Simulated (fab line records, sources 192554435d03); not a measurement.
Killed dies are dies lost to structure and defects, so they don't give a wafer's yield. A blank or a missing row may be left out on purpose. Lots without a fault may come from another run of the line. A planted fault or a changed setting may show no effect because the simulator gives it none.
fab line records | flow n5_finfet
record lots=7 wafers=21
route steps=1938 shown BEOL_M12@1637 BEOL_M14@1718 BEOL_M15@1776
start_h: hours from the record's first day to the start of the lot's first wafer shown | wait_h: hours since the lot's step before | " the same as in the row above | L1.1+2: a row that stands for several wafers | - no value, or no start given | * or withheld: withheld | < > ~ a bound
route shown NAME@n: a module of which the file shows steps, and the number in the route of the first | usual: mean/standard deviation of fault-free wafers | same: alike in all rows | chamber/n: place in a boat | sites: the reading at each site | _std_site: their standard deviation | _edge_site: outer sites' mean less inner sites' | radius_mm: how far each site lies from the wafer's centre | mask NAME#n: copy n | behind: the tool/chamber that last shaped the wafer | hold: why the lot was held/for how many hours/how that ended | device: the transistor (n, p or np) that didn't switch | end of line: the same wafers' tests at the end of the route | a step without rows: its recipe alone | killed: dies lost to structure and defects at the first sort, not the wafer's yield | map: a wafer's dies, x killed, . not, _ none there
set.NAME: the setting as run; set.NAME@STEP: as run at that earlier step | model.NAME: the simulator's own value behind a step, which no gauge read
lots whose settings were changed on purpose; a table a step, a row a wafer
## steps
# step N5_BEOL_M12_ETCH_68
# recipe chemistry=N2/H2 target=SOC mask_material=SiARC source_w=3000 bias_w=350 temp_c=40 time_s=285 ion_energy_ev=200 pressure_mtorr=30 n2_flow_sccm=200 h2_flow_sccm=200
# columns lot.wafer tool chamber start_h wait_h set.time_s model.SiARC_of_BEOL_M12_COAT_66.thk_nm
L075.1 rie_diel-05 2 251.96 0.1 285 85.4
L075.3 " 1 " " 285 85.2
L075.4 " 3 " " 285 85.8
L076.1 rie_diel-06 2 265.01 0.1 285 85.4
L076.2 " 1 " " 248.7 88.4
L076.6 " 2 " " 248.7 88.2
L077.2+5 rie_diel-06 2,0 266.04 0.1 285 86
L077.6 " 1 " " 347.7 80.6
L080.4 rie_diel-01 0 288.85 0.1 285 86.2
L080.5+6 " 3,2 " " 285 85.8
L087.1 rie_diel-01 0 311.49 0.1 285 85.4
L087.2 " 1 " " 348 80.2
L087.4 " 3 " " 285 84.8
L089.2+3 rie_diel-05 0,1 331.55 0.1 285 86.2
L089.5 " 0 " " 285 86.4
L090.1 rie_diel-05 1 349.52 0.1 230.3 91
L090.2 " 2 " " 285 85.4
L090.4 " 0 " " 230.3 90.6
# step N5_BEOL_M12_TRENCH_ETCH_34
# recipe chemistry=C4F8/O2/Ar target=SiOC target_depth_a=3189.5 mask_material=SOC pressure_mtorr=30 source_w=3000 bias_w=700 Ar_flow_sccm=400 C4F8_flow_sccm=15 O2_flow_sccm=8 he_inner_torr=15 he_outer_torr=30 time_s=125.5 ion_energy_ev=250
# columns lot.wafer tool chamber start_h wait_h set.time_s model.etch.depth_nm
L075.1 rie_diel-05 2 252.15 0.0 125.5 324
L075.3 " 1 " " 125.5 318.4
L075.4 " 3 " " 125.5 314.2
L076.1 rie_diel-06 2 265.19 0.0 150.8 391
L076.2 " 1 " " 150.8 385.8
L076.6 " 2 " " 150.8 388.5
L077.2 rie_diel-06 2 266.23 0.0 125.5 318.1
L077.5 " 0 " " 125.5 320.8
L077.6 " 1 " " 125.5 318.2
L080.4 rie_diel-01 0 289.03 0.0 104.4 264.9
L080.5 " 3 " " 104.4 265.5
L080.6 " 2 " " 125.5 319.4
L087.1 rie_diel-01 0 311.68 0.0 125.5 322.6
L087.2 " 1 " " 125.5 318.3
L087.4 " 3 " " 125.5 319.5
L089.2 rie_diel-05 0 331.73 0.0 125.5 314.9
L089.3 " 1 " " 125.5 314.8
L089.5 " 0 " " 125.5 314.4
L090.1 rie_diel-05 1 349.71 0.0 125.5 314.1
L090.2 " 2 " " 108.3 279.9
L090.4 " 0 " " 125.5 314.6
# step N5_BEOL_M12_STRIP_70
# recipe chemistry=C4F8/O2/Ar resist=SiARC rf_frequency_hz=6e+07
# step N5_BEOL_M12_OCD_MEAS_35
# usual trench_depth_nm=319/3.5
# columns lot.wafer tool chamber start_h wait_h set.time_s@BEOL_M12_TRENCH_ETCH_34 trench_depth_nm
L075.1 ocd-01 - 252.30 0.0 125.5 324
L075.3 " - " " 125.5 318
L075.4 " - " " 125.5 314
L076.1 ocd-01 - 265.35 0.0 150.8 390
L076.2 " - " " 150.8 386
L076.6 " - " " 150.8 388
L077.2 ocd-01 - 266.38 0.0 125.5 318
L077.5 " - " " 125.5 321
L077.6 " - " " 125.5 318
L080.4 ocd-02 - 289.19 0.0 104.4 266
L080.5 " - " " 104.4 265
L080.6 " - " " 125.5 319
L087.1 ocd-01 - 311.83 0.0 125.5 323
L087.2 " - " " 125.5 318
L087.4 " - " " 125.5 320
L089.2 ocd-01 - 331.89 0.0 125.5 315
L089.3 " - " " 125.5 315
L089.5 " - " " 125.5 314
L090.1 ocd-02 - 349.86 0.0 125.5 313
L090.2 " - " " 108.3 280
L090.4 " - " " 125.5 315
# step N5_BEOL_M12_STRIP_37
# recipe chemistry=N2/H2 power_w=1000 temp_c=250 h2_frac=0.65 overash_fraction=0.3 pressure_mtorr=withheld n2_flow_sccm=1750 h2_flow_sccm=3250
# step N5_BEOL_M12_ETCH_38
# recipe chemistry=CF4/N2 target=SiCN target_depth_a=687 taper_deg=2 time_s=73.4 ion_energy_ev=150 mask_material=SiO2 pressure_mtorr=40 source_w=430 bias_w=70 Ar_flow_sccm=100 cf4_flow_sccm=60 n2_flow_sccm=60
# step N5_BEOL_M12_ECD_47
# recipe material=Cu target_thk_a=7200
# step N5_BEOL_M12_ANNEAL_48
# recipe temp_c=225 time_s=90 ambient=N2
# step N5_BEOL_M12_CMP_49
# recipe stop_on=SiOC t_overpolish_s=20.6 down_force_psi=1 platen_rpm=50 clearing_platen_down_force_psi=1.5 clearing_platen_rpm=50 post_cmp_clean=cu_alkaline target_thk_nm=320 clearing_platen_pad_velocity_m_s=0.99484 pad_velocity_m_s=0.99484
# columns lot.wafer tool chamber start_h wait_h set.time_s@BEOL_M12_TRENCH_ETCH_34 model.Cu_of_BEOL_M12_ECD_47.thk_nm
L075.4 cmp-04 2 254.78 0.2 125.5 315.6
L075.1 " 3 " " 125.5 325.4
L075.3 " 0 " " 125.5 319
L076.1 cmp-04 1 267.65 0.3 150.8 393.6
L076.2 " 3 " " 150.8 387.2
L076.6 " 2 " " 150.8 390.2
L077.2 cmp-03 2 269.34 0.3 125.5 319.4
L077.6 " 0 " " 125.5 320.2
L077.5 " 1 " " 125.5 320.8
L080.4+5 cmp-02 2 293.73 0.1 104.4 266.8
L080.6 " 3 " " 125.5 322.6
L087.4 cmp-02 0 313.83 0.1 125.5 322
L087.1 " 1 " " 125.5 325
L087.2 " 3 " " 125.5 320
L089.3 cmp-03 0 341.84 0.2 125.5 317.6
L089.2 " 2 " " 125.5 316.6
L089.5 " 0 " " 125.5 317.4
L090.4 cmp-02 2 351.70 0.1 125.5 313.8
L090.1 " 3 " " 125.5 315.6
L090.2 " 0 " " 108.3 281.6
# step N5_BEOL_M12_THK_MEAS_50
# recipe thk_meas_gauge=xrf reads=Cu_of_BEOL_M12_ECD_47
# usual M12_THK=319/4.5
# columns lot.wafer tool chamber start_h wait_h set.time_s@BEOL_M12_TRENCH_ETCH_34 M12_THK[nm]
L075.1 film_metro-02 - 255.04 - 125.5 324
L075.3 " - " " 125.5 318
L075.4 " - " " 125.5 313
L076.1 film_metro-01 - 267.94 - 150.8 397
L076.2 " - " " 150.8 391
L076.6 " - " " 150.8 394
L077.2 film_metro-02 - 269.56 - 125.5 321
L077.5 " - " " 125.5 322
L077.6 " - " " 125.5 320
L080.4 film_metro-01 - 294.03 - 104.4 263
L080.5 " - " " 104.4 264
L080.6 " - " " 125.5 320
L087.1 film_metro-01 - 314.12 - 125.5 325
L087.2 " - " " 125.5 318
L087.4 " - " " 125.5 321
L089.2 film_metro-02 - 342.10 - 125.5 316
L089.3 " - " " 125.5 317
L089.5 " - " " 125.5 316
L090.1 film_metro-02 - 351.99 - 125.5 318
L090.2 " - " " 108.3 283
L090.4 " - " " 125.5 316
# step N5_BEOL_M12_PRE_CLEAN_52
# recipe gas=NH3 time_s=15 temp_c=withheld rf_power_w=300
# step N5_BEOL_M12_DEP_53
# recipe material=SiCN target_thk_a=300 temp_c=withheld precursor=3MS/NH3 pressure_torr=3 rf_w=675 time_s=10.5
# step N5_BEOL_M12_RS_MEAS_54
# recipe thk_meas_gauge=four-point-probe reads=Cu_of_BEOL_M12_ECD_47+Ta_of_BEOL_M12_SPUTTER_44+TaN_of_BEOL_M12_SPUTTER_43
# usual M12_RS=0.0599/0.00074
# columns lot.wafer tool chamber start_h wait_h set.time_s@BEOL_M12_TRENCH_ETCH_34 M12_RS[ohm/sq]
L075.1 film_metro-01 - 255.17 0.0 125.5 0.0591
L075.3 " - " " 125.5 0.0603
L075.4 " - " " 125.5 0.0609
L076.1 film_metro-01 - 268.10 0.1 150.8 0.0484
L076.2 " - " " 150.8 0.0492
L076.6 " - " " 150.8 0.0489
L077.2 film_metro-02 - 269.68 0.0 125.5 0.0602
L077.5 " - " " 125.5 0.0598
L077.6 " - " " 125.5 0.0600
L080.4 film_metro-02 - 294.16 0.0 104.4 0.0729
L080.5 " - " " 104.4 0.0726
L080.6 " - " " 125.5 0.0594
L087.1 film_metro-02 - 314.25 0.0 125.5 0.0589
L087.2 " - " " 125.5 0.0601
L087.4 " - " " 125.5 0.0597
L089.2 film_metro-02 - 342.22 0.0 125.5 0.0606
L089.3 " - " " 125.5 0.0605
L089.5 " - " " 125.5 0.0606
L090.1 film_metro-01 - 352.11 0.0 125.5 0.0608
L090.2 " - " " 108.3 0.0688
L090.4 " - " " 125.5 0.0612
# step N5_BEOL_M14_COAT_58
# recipe resist=BARC temp_c=205 time_s=60 spin_rpm=1500 resist_thk_nm=89
# columns lot.wafer tool chamber start_h wait_h set.spin_rpm model.BARC_of_BEOL_M14_COAT_58.thk_nm
L075.1 litho_track-05 0 263.14 0.0 1500 89.4
L075.3+4 " 0 " " 1500 89
L076.1 litho_track-02 0 272.92 0.0 1500 88.8
L076.2 " 0 " " 1399 92.2
L076.6 " 0 " " 1399 92
L077.2 litho_track-03 0 276.46 0.0 1430 91.4
L077.5 " 0 " " 1430 91.2
L077.6 " 0 " " 1500 89.2
L080.4 litho_track-05 0 298.65 0.0 1500 89
L080.5 " 0 " " 1500 88.6
L080.6 " 0 " " 1351 93.4
L087.1 litho_track-05 0 320.61 0.0 1500 89.4
L087.2+4 " 0 " " 1590 86.8
L089.2 litho_track-03 0 349.63 0.0 1500 88.8
L089.3 " 0 " " 1500 89.2
L089.5 " 0 " " 1500 89
L090.1 litho_track-02 0 359.79 0.0 1351 93.8
L090.2 " 0 " " 1500 89.4
L090.4 " 0 " " 1351 94
# step N5_BEOL_M14_PEB_08
# recipe peb_temp_c=130 peb_time_s=90
# columns lot.wafer tool chamber start_h wait_h set.peb_time_s
L075.1+3+4 litho_track-05 0 263.30 0.1 90
L076.1+6 litho_track-02 0 273.08 0.1 95.32
L076.2 " 0 " " 90
L077.2+6 litho_track-03 0 276.62 0.0 90
L077.5 " 0 " " 106.7
L080.4 litho_track-03 0 298.81 0.0 106.4
L080.5+6 " 0 " " 90
L087.1+2+4 litho_track-05 0 320.77 0.1 90
L089.2 litho_track-03 0 349.79 0.0 90
L089.3+5 " 0 " " 98.57
L090.1 litho_track-02 0 360.08 0.1 90
L090.2+4 " 0 " " 107.8
# step N5_BEOL_M14_DEVELOP_09
# recipe develop_time_s=45 rinse_liquid=diw dry=air_spin dev_temp_c=21
# step N5_BEOL_M14_HARDBAKE_14
# recipe temp_c=130 time_s=120
# step N5_BEOL_M14_CD_MEAS_10
# recipe target_cd_nm=250 landing_energy_ev=500 detector=se_inlens polarity=opening
# usual cd_nm=248.7/1.7
# columns lot.wafer tool chamber start_h wait_h set.peb_time_s@BEOL_M14_PEB_08 cd_nm
L075.1 cd_sem-01 0 263.41 - 90 248.2
L075.3 " 0 " " 90 248.0
L075.4 " 0 " " 90 249.6
L076.1 cd_sem-03 0 273.19 - 95.32 250.4
L076.2 " 0 " " 90 245.9
L076.6 " 0 " " 95.32 248.9
L077.2 cd_sem-02 0 276.74 - 90 248.6
L077.5 " 0 " " 106.7 253.7
L077.6 " 0 " " 90 249.6
L080.4 cd_sem-03 0 298.92 - 106.4 254.1
L080.5 " 0 " " 90 245.9
L080.6 " 0 " " 90 249.3
L087.1 cd_sem-03 0 320.88 - 90 248.1
L087.2 " 0 " " 90 249.8
L087.4 " 0 " " 90 247.4
L089.2 cd_sem-02 0 349.91 - 90 250.8
L089.3 " 0 " " 98.57 252.3
L089.5 " 0 " " 98.57 251.2
L090.1 cd_sem-02 0 360.19 - 90 246.8
L090.2 " 0 " " 107.8 253.9
L090.4 " 0 " " 107.8 253.6
# step N5_BEOL_M14_DESCUM_15
# recipe chemistry=O2 time_s=7.9 source_power_w=50 bias_power_w=20 pressure_mtorr=20 rf_frequency_hz=2.712e+07 temp_c=40 o2_flow_sccm=225
# step N5_BEOL_M14_ETCH_59
# recipe chemistry=N2/H2 target=BARC target_depth_a=890 overetch_a=267 time_s=67.9 ion_energy_ev=200 pressure_mtorr=30 source_w=840 bias_w=150 n2_flow_sccm=200 h2_flow_sccm=200
# columns lot.wafer tool chamber start_h wait_h set.spin_rpm@BEOL_M14_COAT_58 model.etch.depth_nm
L075.1 rie_diel-01 2 263.81 0.0 1500 89.43
L075.3 " 3 " " 1500 88.93
L075.4 " 1 " " 1500 89.02
L076.1 rie_diel-05 0 273.32 0.0 1500 88.9
L076.2 " 1 " " 1399 92.3
L076.6 " 1 " " 1399 91.99
L077.2 rie_diel-01 1 276.86 0.0 1430 91.4
L077.5 " 0 " " 1430 91.17
L077.6 " 1 " " 1500 89.2
L080.4 rie_diel-06 2 299.04 0.0 1500 88.99
L080.5 " 1 " " 1500 88.69
L080.6 " 0 " " 1351 93.34
L087.1 rie_diel-01 2 321.00 0.0 1500 89.36
L087.2 " 1 " " 1590 86.84
L087.4 " 0 " " 1590 86.71
L089.2 rie_diel-05 1 350.19 0.0 1500 88.88
L089.3 " 0 " " 1500 89.2
L089.5 " 1 " " 1500 88.92
L090.1 rie_diel-01 2 360.32 0.0 1351 93.88
L090.2 " 0 " " 1500 89.33
L090.4 " 1 " " 1351 93.96
# step N5_BEOL_M14_VIA_ETCH_16
# recipe chemistry=C4F8/O2/Ar target=SiO2 he_inner_torr=15 he_outer_torr=30 target_depth_a=12313 time_s=withheld ion_energy_ev=800 pressure_mtorr=20 source_w=1905 bias_w=2040 Ar_flow_sccm=400 C4F8_flow_sccm=16 O2_flow_sccm=12 ends=cleared
# step N5_BEOL_M14_STRIP_63
# recipe chemistry=O2 power_w=600 temp_c=60 pressure_mtorr=30 rf_frequency_hz=6e+07 bias_power_w=0 overash_fraction=0.3 o2_flow_sccm=225
# step N5_BEOL_M14_STRIP_71
# recipe chemistry=post_etch_residue_remover time_s=60 temp_c=25 remover_ph=withheld remover_water_wt_pct=withheld remover_fluoride_wt_pct=withheld
# step N5_BEOL_M14_SRD_72
# recipe time_s=30 temp_c=23 rinse_liquid=diw dry=n2_spin spin_rpm=1500 dry_time_s=30
# step N5_BEOL_M14_CD_MEAS_17
# recipe target_cd_nm=250 polarity=opening
# usual cd_nm=249.2/1.9
# columns lot.wafer tool chamber start_h wait_h set.peb_time_s@BEOL_M14_PEB_08 cd_nm
L075.1 cd_sem-02 - 264.21 0.0 90 248.3
L075.3 " - " " 90 248.3
L075.4 " - " " 90 250.6
L076.1 cd_sem-01 - 273.72 0.0 95.32 250.1
L076.2 " - " " 90 245.9
L076.6 " - " " 95.32 249.0
L077.2 cd_sem-03 - 277.26 0.0 90 251.1
L077.5 " - " " 106.7 255.8
L077.6 " - " " 90 250.6
L080.4 cd_sem-03 - 299.45 0.0 106.4 254.9
L080.5 " - " " 90 245.7
L080.6 " - " " 90 249.5
L087.1 cd_sem-01 - 321.40 0.0 90 246.9
L087.2 " - " " 90 249.6
L087.4 " - " " 90 248.6
L089.2 cd_sem-03 - 350.59 0.0 90 250.4
L089.3 " - " " 98.57 250.6
L089.5 " - " " 98.57 250.2
L090.1 cd_sem-01 - 360.71 0.0 90 247.8
L090.2 " - " " 107.8 254.4
L090.4 " - " " 107.8 256.3
# step N5_BEOL_M15_COAT_04
# recipe spin_rpm=1704 resist_thk_nm=800
# columns lot.wafer tool chamber start_h wait_h set.spin_rpm model.coat_of_BEOL_M15_COAT_04.thk_nm
L075.1+3 litho_track-04 0 - - 1704 802.6
L075.4 " 0 " " 1704 803.6
L076.1 litho_track-05 0 - - 1704 796.6
L076.2 " 0 " " 1761 785.8
L076.6 " 0 " " 1704 798.4
L077.2 litho_track-05 0 - - 1704 803.2
L077.5 " 0 " " 1651 817
L077.6 " 0 " " 1651 813
L080.4 litho_track-04 0 - - 1704 799.6
L080.5 " 0 " " 1704 797.8
L080.6 " 0 " " 1704 796.2
L087.1 litho_track-04 0 - - 1704 804.8
L087.2 " 0 " " 1543 846.4
L087.4 " 0 " " 1704 802.4
L089.2 litho_track-05 0 - - 1838 770.4
L089.3 " 0 " " 1704 801
L089.5 " 0 " " 1704 802
L090.1 litho_track-04 0 - - 1704 798.8
L090.2 " 0 " " 1704 800
L090.4 " 0 " " 1704 799.2
# step N5_BEOL_M15_EBR_06
# recipe solvent=PGMEA ebr_width_mm=1.5
# step N5_BEOL_M15_SOFTBAKE_05
# recipe temp_c=130 time_s=60
# step N5_BEOL_M15_DESCUM_15
# recipe chemistry=O2 time_s=7.9 source_power_w=50 bias_power_w=20 pressure_mtorr=20 rf_frequency_hz=2.712e+07 temp_c=40 o2_flow_sccm=225
# step N5_BEOL_M15_ETCH_59
# recipe chemistry=N2/H2 target=BARC target_depth_a=890 overetch_a=267 time_s=67.9 ion_energy_ev=200 pressure_mtorr=30 source_w=840 bias_w=150 n2_flow_sccm=200 h2_flow_sccm=200
# step N5_BEOL_M15_VIA_ETCH_16
# recipe chemistry=C4F8/O2/Ar target=SiO2 he_inner_torr=15 he_outer_torr=30 target_depth_a=17922 time_s=withheld ion_energy_ev=800 pressure_mtorr=20 source_w=1905 bias_w=2040 Ar_flow_sccm=400 C4F8_flow_sccm=16 O2_flow_sccm=12 ends=cleared
# columns lot.wafer tool chamber start_h wait_h set.spin_rpm@BEOL_M15_COAT_04 model.coat_of_BEOL_M15_COAT_04.thk_nm
L075.1 rie_diel-04 1 269.22 0.0 1704 341
L075.3 " 0 " " 1704 342.6
L075.4 " 2 " " 1704 333
L076.1 rie_diel-02 3 279.18 0.0 1704 333
L076.2 " 0 " " 1761 334.6
L076.6 " 0 " " 1704 337.2
L077.2 rie_diel-04 3 282.86 0.0 1704 333.6
L077.5 " 3 " " 1651 340.4
L077.6 " 0 " " 1651 348.2
L080.4 rie_diel-03 3 305.21 0.0 1704 336
L080.5 " 1 " " 1704 332.8
L080.6 " 0 " " 1704 330.6
L087.1 rie_diel-03 3 325.85 0.0 1704 353.2
L087.2 " 2 " " 1543 385.6
L087.4 " 1 " " 1704 338.6
L089.2 rie_diel-02 2 356.01 0.0 1838 306.4
L089.3 " 1 " " 1704 344.8
L089.5 " 2 " " 1704 332.2
L090.1 rie_diel-03 0 366.50 0.0 1704 343
L090.2 " 2 " " 1704 342
L090.4 " 1 " " 1704 333.4
# step N5_BEOL_M15_SPUTTER_44
# recipe material=Ta target_thk_a=150 temp_c=50 bias_v=80 power_w=15000 chamber_pressure_pa=0.07 time_s=24.19
# columns lot.wafer tool chamber start_h wait_h set.power_w model.Ta_of_BEOL_M15_SPUTTER_44.thk_nm
L075.1+4 pvd_sputter-01 - 275.50 0.0 15000 14.8
L075.3 " - " " 15000 15
L076.1+2 pvd_sputter-03 - 283.26 0.0 13620 13.4
L076.6 " - " " 15000 14.8
L077.2 pvd_sputter-02 - 287.30 0.0 17440 17.4
L077.5 " - " " 15000 15.2
L077.6 " - " " 15000 15
L080.4+5+6 pvd_sputter-03 - 308.98 0.0 15000 15.2
L087.1 pvd_sputter-02 - 330.03 0.0 15000 15.4
L087.2 " - " " 15000 15.2
L087.4 " - " " 16880 17.2
L089.2 pvd_sputter-02 - 358.66 0.0 15000 15.2
L089.3 " - " " 16340 16.6
L089.5 " - " " 15000 15
L090.1 pvd_sputter-03 - 374.14 0.0 15000 14.8
L090.2+4 " - " " 16190 16.4
## key
split step=N5_BEOL_M12_ETCH_68 setting=time_s stated=285 by=wafer
response step=N5_BEOL_M12_ETCH_68 reading=model.SiARC_of_BEOL_M12_COAT_66.thk_nm change=-0.245 per=1% r=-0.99
split step=N5_BEOL_M12_TRENCH_ETCH_34 setting=time_s stated=125.5 by=wafer
response step=N5_BEOL_M12_TRENCH_ETCH_34 reading=model.etch.depth_nm change=+2.94 per=1% r=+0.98
response step=N5_BEOL_M12_OCD_MEAS_35 reading=trench_depth_nm change=+2.91 per=1% r=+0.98
response step=N5_BEOL_M12_CMP_49 reading=model.Cu_of_BEOL_M12_ECD_47.thk_nm change=+2.96 per=1% r=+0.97
response step=N5_BEOL_M12_THK_MEAS_50 reading=M12_THK change=+3.02 per=1% r=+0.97
response step=N5_BEOL_M12_RS_MEAS_54 reading=M12_RS change=-0.000703 per=1% r=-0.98
split step=N5_BEOL_M14_COAT_58 setting=spin_rpm stated=1500 by=wafer
response step=N5_BEOL_M14_COAT_58 reading=model.BARC_of_BEOL_M14_COAT_58.thk_nm change=-0.459 per=1% r=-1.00
response step=N5_BEOL_M14_ETCH_59 reading=model.etch.depth_nm change=-0.457 per=1% r=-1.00
split step=N5_BEOL_M14_PEB_08 setting=peb_time_s stated=90 by=wafer
response step=N5_BEOL_M14_CD_MEAS_10 reading=cd_nm change=+0.314 per=1% r=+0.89
response step=N5_BEOL_M14_CD_MEAS_17 reading=cd_nm change=+0.33 per=1% r=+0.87
split step=N5_BEOL_M15_COAT_04 setting=spin_rpm stated=1704 by=wafer
response step=N5_BEOL_M15_COAT_04 reading=model.coat_of_BEOL_M15_COAT_04.thk_nm change=-4.21 per=1% r=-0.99
response step=N5_BEOL_M15_VIA_ETCH_16 reading=model.coat_of_BEOL_M15_COAT_04.thk_nm change=-3.85 per=1% r=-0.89
split step=N5_BEOL_M15_SPUTTER_44 setting=power_w stated=15000 by=wafer
response step=N5_BEOL_M15_SPUTTER_44 reading=model.Ta_of_BEOL_M15_SPUTTER_44.thk_nm change=+0.154 per=1% r=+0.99
